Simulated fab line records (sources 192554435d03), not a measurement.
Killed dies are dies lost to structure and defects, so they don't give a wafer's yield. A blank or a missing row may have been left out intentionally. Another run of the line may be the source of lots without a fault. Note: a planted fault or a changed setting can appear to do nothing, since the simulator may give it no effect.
A single fault, viewed from 3 desks + flow n5 finfet + each desk has only its own numbers; what lay behind them comes last

== THE DEFECT DESK ==
Inspection counts along the route, by lot: the mean over sampled wafers that carry a number. If a lot's mean is further than 4 standard deviations from the usual mean, the lot is out of limits and carries the mark OUT (the distance appears in the brackets).
Columns: A = raw defect count at N5_MOL_CONTACT_COAG_INSPECT_42, usual 195
| lot  | first seen here | A   |
|------|-----------------|-----|
| L741 | day 5 05:44     | 159 |
| L746 | day 6 18:13     | 264 |
| L749 | day 7 07:56     | 165 |
| L759 | day 9 20:31     | 182 |
| L761 | day 10 00:28    | 213 |
| L762 | day 10 08:29    | 164 |
| L763 | day 10 18:25    | 220 |
This desk's finding: nothing out of limits on any of the 7 lots.

== METROLOGY DESK ==
What the gauges read, lot by lot, whatever tool the lot ran on: means of the sampled wafers that have a number. If a lot's mean is further than 4 standard deviations from the usual mean, the lot is out of limits and carries the mark OUT (the distance appears in the brackets). Shown here are 7 of its 10 readings, the ones lying furthest out on some lot.
Columns: A = DIBL_N at N5_BEOL_M4_RC_MEAS_101, usual 36.4 mV/V; B = DIBL_P at N5_BEOL_M4_RC_MEAS_101, usual 36.6 mV/V; C = IOFF_N at N5_BEOL_M4_RC_MEAS_101, usual 0.155 nA/um; D = ION_N at N5_BEOL_M4_RC_MEAS_101, usual 671 uA/um; E = SS_N at N5_BEOL_M4_RC_MEAS_101, usual 71.5 mV/dec; F = SS_P at N5_BEOL_M4_RC_MEAS_101, usual 73.4 mV/dec; G = VT_N at N5_BEOL_M4_RC_MEAS_101, usual 250.1 mV
| lot  | first seen here | A    | B    | C     | D   | E    | F    | G     |
|------|-----------------|------|------|-------|-----|------|------|-------|
| L741 | day 8 00:20     | 35.8 | 35.3 | 0.149 | 678 | 71.4 | 73.0 | 250.6 |
| L746 | day 8 23:05     | 34.0 | 34.2 | 0.127 | 659 | 70.7 | 72.9 | 253.8 |
| L749 | day 9 22:39     | 36.2 | 36.9 | 0.160 | 669 | 71.5 | 74.2 | 249.2 |
| L759 | day 12 14:25    | 35.8 | 38.0 | 0.166 | 676 | 71.5 | 73.3 | 249.5 |
| L761 | day 12 20:16    | 36.0 | 36.7 | 0.146 | 672 | 71.4 | 73.8 | 249.9 |
| L763 | day 13 09:34    | 33.9 | 34.1 | 0.138 | 668 | 71.4 | 72.7 | 252.6 |
| L762 | day 13 16:07    | 38.6 | 40.0 | 0.184 | 678 | 71.7 | 74.0 | 248.2 |
This desk's finding: nothing out of limits on any of the 7 lots.

== TOOL OWNER'S DESK, rie diel-01 ==
The tool's own readings at N5_MOL_CONTACT_COAG_ETCH_124 (etches SiNx in CH3F/O2, stops on SiOC, target depth 6.5 nm): means of the sampled wafers that have a number, for each lot that ran on this tool. If a lot's mean is further than 4 standard deviations from the usual mean, the lot is out of limits and carries the mark OUT (the distance appears in the brackets).
Columns: A = bias w at N5_MOL_CONTACT_COAG_ETCH_124, usual 73.00 W; B = drypump motor current A at N5_MOL_CONTACT_COAG_ETCH_124, usual 5.7 A; C = oes product au at N5_MOL_CONTACT_COAG_ETCH_124, usual 0.68 a.u.; D = rf vpp V at N5_MOL_CONTACT_COAG_ETCH_124, usual 295.4 V; E = showerhead plenum p Torr at N5_MOL_CONTACT_COAG_ETCH_124, usual 2.01 Torr; F = throttle valve pct at N5_MOL_CONTACT_COAG_ETCH_124, usual 16.33 %
| lot  | first seen here | A     | B   | C    | D     | E    | F     |
|------|-----------------|-------|-----|------|-------|------|-------|
| L746 | day 6 18:49     | 73.03 | 5.4 | 0.74 | 294.4 | 2.00 | 16.10 |
| L749 | day 7 08:53     | 73.01 | 5.4 | 0.74 | 294.3 | 2.00 | 16.11 |
| L761 | day 10 01:00    | 72.95 | 5.5 | 0.76 | 294.9 | 2.04 | 16.32 |
| L762 | day 10 09:01    | 73.23 | 5.8 | 0.74 | 292.8 | 2.03 | 16.18 |
| L763 | day 10 19:10    | 73.21 | 5.0 | 0.76 | 294.8 | 2.00 | 16.23 |
This desk's finding: nothing out of limits on any of the 5 lots.

== ALL TOGETHER ==
Nothing the defect desk looked at was out of limits.
Nothing out of limits was seen by the metrology desk.
The desk of the tool owner found nothing out of limits.

== WHAT THE SIMULATOR HAD PUT IN ==
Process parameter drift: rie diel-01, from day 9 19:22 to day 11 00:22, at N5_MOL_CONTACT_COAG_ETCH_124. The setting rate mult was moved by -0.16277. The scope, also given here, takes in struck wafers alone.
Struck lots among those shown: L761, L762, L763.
